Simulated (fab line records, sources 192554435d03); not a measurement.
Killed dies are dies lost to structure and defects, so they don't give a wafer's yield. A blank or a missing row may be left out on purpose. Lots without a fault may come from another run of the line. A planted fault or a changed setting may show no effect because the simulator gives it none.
Chamber matching | flow n5_finfet | N5_GATE_CUT_ETCH_19 on rie_diel-01: 4 sister chambers
The step etches SiNx in CH3F/O2, target depth 53.7 nm, time 76.7 s. 14 wafers are shown with their chamber, then 7 later ones without.

WAFERS WITH THEIR CHAMBER
wafer  | chamber | showerhead_plenum_p_Torr (Torr) | throttle_valve_pct (%) | drypump_motor_current_A (A)
L075.1 | 0       | 2.02                            | 16.30                  | 5.6
L075.4 | 2       | 1.95                            | 15.94                  | 5.7
L075.5 | 1       | 2.04                            | 16.22                  | 5.8
L083.1 | 0       | 2.01                            | 16.32                  | 5.6
L083.2 | 3       | 2.05                            | 16.44                  | 5.1
L083.4 | 2       | 1.95                            | 15.96                  | 5.7
L086.2 | 3       | 2.05                            | 16.46                  | 5.2
L086.3 | 2       | 1.95                            | 15.99                  | 5.7
L086.5 | 2       | 1.95                            | 15.99                  | 5.7
L087.2 | 3       | 2.05                            | 16.47                  | 5.1
L087.3 | 1       | 2.03                            | 16.24                  | 5.7
L087.6 | 0       | 2.01                            | 16.34                  | 5.6
L089.3 | 1       | 2.03                            | 16.26                  | 5.7
L089.5 | 3       | 2.05                            | 16.45                  | 5.2

SIGNATURES (means of the wafers above)
reading                  | chamber 0 | chamber 1 | chamber 2 | chamber 3 | scatter within a chamber
showerhead_plenum_p_Torr | 2.0133    | 2.0333    | 1.9500    | 2.0500    | 0.00365
throttle_valve_pct       | 16.3200   | 16.2400   | 15.9700   | 16.4550   | 0.0197
drypump_motor_current_A  | 5.600     | 5.733     | 5.700     | 5.150     | 0.0408
Rule: a wafer's distance from a chamber is the root of the sum, over the readings, of the square of ((its reading less the chamber's mean) divided by the reading's scatter). The wafer belongs to the nearest chamber; if the next one is less than 2 further off, it can't be placed. The scatter: the root of (the sum of the squares of (reading less its chamber's mean) over the shown wafers, divided by (wafers less chambers)).

WAFERS WITHOUT THEIR CHAMBER
wafer  | showerhead_plenum_p_Torr (Torr) | throttle_valve_pct (%) | drypump_motor_current_A (A)
L089.6 | 1.94                            | 15.99                  | 5.7
L090.2 | 2.03                            | 16.27                  | 5.8
L090.5 | 2.01                            | 16.34                  | 5.6
L090.6 | 2.03                            | 16.26                  | 5.7
L092.1 | 2.01                            | 16.36                  | 5.6
L092.4 | 1.94                            | 16.02                  | 5.7
L092.6 | 2.01                            | 16.36                  | 5.6

WHICH CHAMBER EACH WENT THROUGH
wafer  | from the rows above | in truth
L089.6 | 2                   | 2
L090.2 | 1                   | 1
L090.5 | 0                   | 0
L090.6 | 1                   | 1
L092.1 | 0                   | 0
L092.4 | 2                   | 2
L092.6 | 0                   | 0
Placed correctly: 7 of 7. Can't be placed from these rows: 0. Placed wrongly: 0.
